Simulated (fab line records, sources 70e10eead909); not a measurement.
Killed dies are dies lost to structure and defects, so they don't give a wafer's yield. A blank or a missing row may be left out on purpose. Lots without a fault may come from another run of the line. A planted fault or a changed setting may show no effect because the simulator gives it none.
A struck lot beside a sound one | flow nand_harc | 38 steps out of a route of 1159
Sound: wafers L398.1, L398.4, L398.6. Struck: wafers L405.1, L405.5, L405.6. The cause comes at the end.
At each step with rows: each side's tool, then ch and its chambers, then its first start. Under that, the readings that differ: sound wafers | struck wafers | difference of the means | sigmas: that difference in standard deviations of wafers without a fault.
alike: readings whose means differ by less than 2 such deviations, and words and numbers that are the same on both sides. not compared: withheld readings, readings that some wafer has no value for, bounds like >300 that may hide the same value, and numbers for which the record gives no deviation and whose values overlap.
The two part at a step that has a row with sigmas, a row that says differs or no value, or rows on one side only. Numbers that don't overlap but have no deviation are shown without sigmas and don't part them. A reading that every wafer of one side lacks parts them only if that side has two wafers or more.

first, 2 steps without rows for these wafers: NHARC_A_SOURCE_PLATE_CVD_03 (deposits poly-Si, target thk 200 nm, time 4000 s); NHARC_A_SOURCE_PLATE_ANNEAL_05 (time 1800 s).
NHARC_A_SOURCE_PLATE_THK_MEAS_06: measures by ellipsometry.
  sound on film_metro-02, day 8 12:19; struck on film_metro-02, day 10 04:59
  alike: thk_nm
NHARC_A_SOURCE_PLATE_INSPECT_08:
  sound on defect_inspect-02, day 8 12:23; struck on defect_inspect-02, day 10 05:03
  alike: raw_defect_count
then, 1 step without rows for these wafers: NHARC_A_ONON_D1_DEP_00 (target thk 1000 nm).
NHARC_A_ONON_D1_THK_MEAS_02: measures by ellipsometry.
  sound on film_metro-02, day 8 12:58; struck on film_metro-01, day 10 05:38
  alike: thk_nm
then, 1 step without rows for these wafers: NHARC_A_ONON_D1_DEP_03 (target thk 1000 nm).
NHARC_A_ONON_D1_THK_MEAS_05: measures by ellipsometry.
  sound on film_metro-02, day 8 13:32; struck on film_metro-01, day 10 06:12
  alike: thk_nm
then, 1 step without rows for these wafers: NHARC_A_ONON_D1_DEP_06 (target thk 1000 nm).
NHARC_A_ONON_D1_THK_MEAS_08: measures by ellipsometry.
  sound on film_metro-02, day 8 14:07; struck on film_metro-01, day 10 06:46
  alike: thk_nm
NHARC_A_ONON_D1_DEP_09: target thk 1000 nm.
  sound on pecvd_onon-03 ch 0, day 8 14:10; struck on pecvd_onon-03 ch 0, day 10 06:50
  alike: susceptor_temp_C
NHARC_A_ONON_D1_THK_MEAS_11: measures by ellipsometry.
  sound on film_metro-01, day 8 14:41; struck on film_metro-02, day 10 07:20
  reading     | sound          | struck         | difference | sigmas
  thk_nm (nm) | 1020 1020 1020 | 1000 1001 1001 | -19        | -2
then, 1 step without rows for these wafers: NHARC_A_ONON_D1_DEP_12 (target thk 1000 nm).
NHARC_A_ONON_D1_THK_MEAS_14: measures by ellipsometry.
  sound on film_metro-01, day 8 15:15; struck on film_metro-02, day 10 07:55
  alike: thk_nm
then, 2 steps without rows for these wafers: NHARC_A_ONON_D1_ANNEAL_15 (time 3600 s); NHARC_A_ONON_D1_DEP_16 (target thk 1000 nm).
NHARC_A_ONON_D1_THK_MEAS_18: measures by ellipsometry.
  sound on film_metro-02, day 8 22:18; struck on film_metro-02, day 10 15:01
  reading     | sound          | struck      | difference | sigmas
  thk_nm (nm) | 1011 1009 1011 | 991 989 989 | -21        | -2
then, 1 step without rows for these wafers: NHARC_A_ONON_D1_DEP_19 (target thk 1000 nm).
NHARC_A_ONON_D1_THK_MEAS_21: measures by ellipsometry.
  sound on film_metro-01, day 8 22:52; struck on film_metro-01, day 10 15:35
  alike: thk_nm
then, 1 step without rows for these wafers: NHARC_A_ONON_D1_DEP_22 (target thk 1000 nm).
NHARC_A_ONON_D1_THK_MEAS_24: measures by ellipsometry.
  sound on film_metro-02, day 8 23:26; struck on film_metro-02, day 10 16:10
  alike: thk_nm
then, 1 step without rows for these wafers: NHARC_A_ONON_D1_DEP_25 (target thk 1000 nm).
NHARC_A_ONON_D1_THK_MEAS_27: measures by ellipsometry.
  sound on film_metro-01, day 9 00:00; struck on film_metro-01, day 10 16:43
  alike: thk_nm
then, 1 step without rows for these wafers: NHARC_A_ONON_D1_DEP_28 (target thk 1000 nm).
NHARC_A_ONON_D1_THK_MEAS_30: measures by ellipsometry.
  sound on film_metro-01, day 9 00:34; struck on film_metro-01, day 10 17:17
  alike: thk_nm
NHARC_A_ONON_D1_DEP_33: deposits SiO2, target thk 200 nm.
  sound on pecvd-03 ch 0,2, day 9 00:43; struck on pecvd-04 ch 0,1,2, day 10 17:20
  alike: heater_power_w, rf_fwd_power_W, susceptor_temp_C, throttle_valve_pct
NHARC_A_ONON_D1_THK_MEAS_34: measures by ellipsometry.
  sound on film_metro-02, day 9 01:05; struck on film_metro-02, day 10 17:46
  alike: thk_nm
NHARC_A_CHANNEL_HOLE_D1_DEP_00: deposits aC, target thk 3100 nm.
  sound on acl_dep-03 ch 0, day 9 02:25; struck on acl_dep-01 ch 0, day 10 18:49
  alike: susceptor_temp_C, throttle_valve_pct
NHARC_A_CHANNEL_HOLE_D1_DEP_01: deposits SiON, target thk 140 nm.
  sound on pecvd-01 ch 0,1,2, day 9 04:23; struck on pecvd-01 ch 1,2, day 10 20:46
  alike: heater_power_w, rf_fwd_power_W, susceptor_temp_C
then, 8 steps without rows for these wafers: NHARC_A_CHANNEL_HOLE_D1_DEHYDRATE_02 (time 120 s); NHARC_A_CHANNEL_HOLE_D1_HMDS_03 (time 30 s); NHARC_A_CHANNEL_HOLE_D1_COAT_36 (time 75 s); NHARC_A_CHANNEL_HOLE_D1_COAT_37 (time 65 s); NHARC_A_CHANNEL_HOLE_D1_COAT_04 (resist thk 90 nm); NHARC_A_CHANNEL_HOLE_D1_SOFTBAKE_05 (time 55 s); NHARC_A_CHANNEL_HOLE_D1_EBR_06; NHARC_A_CHANNEL_HOLE_D1_EXPOSE_07 (exposes mask HOLE D1, target cd 100 nm).
-- the record jumps here: 11 days lie between the struck wafers' starts before and after (it left off in module A_CHANNEL_HOLE_D1 and takes up again in module END, whose first step shown is number 1159 of the route) --
NHARC_END_SORT_01:
  the record has rows for the struck wafers here (prober-02 ch 0, day 21 13:49) and none for the sound ones

WHERE THEY PART
First at NHARC_A_ONON_D1_THK_MEAS_11; last, within this record, at NHARC_END_SORT_01.

WHY: what the simulator had put in
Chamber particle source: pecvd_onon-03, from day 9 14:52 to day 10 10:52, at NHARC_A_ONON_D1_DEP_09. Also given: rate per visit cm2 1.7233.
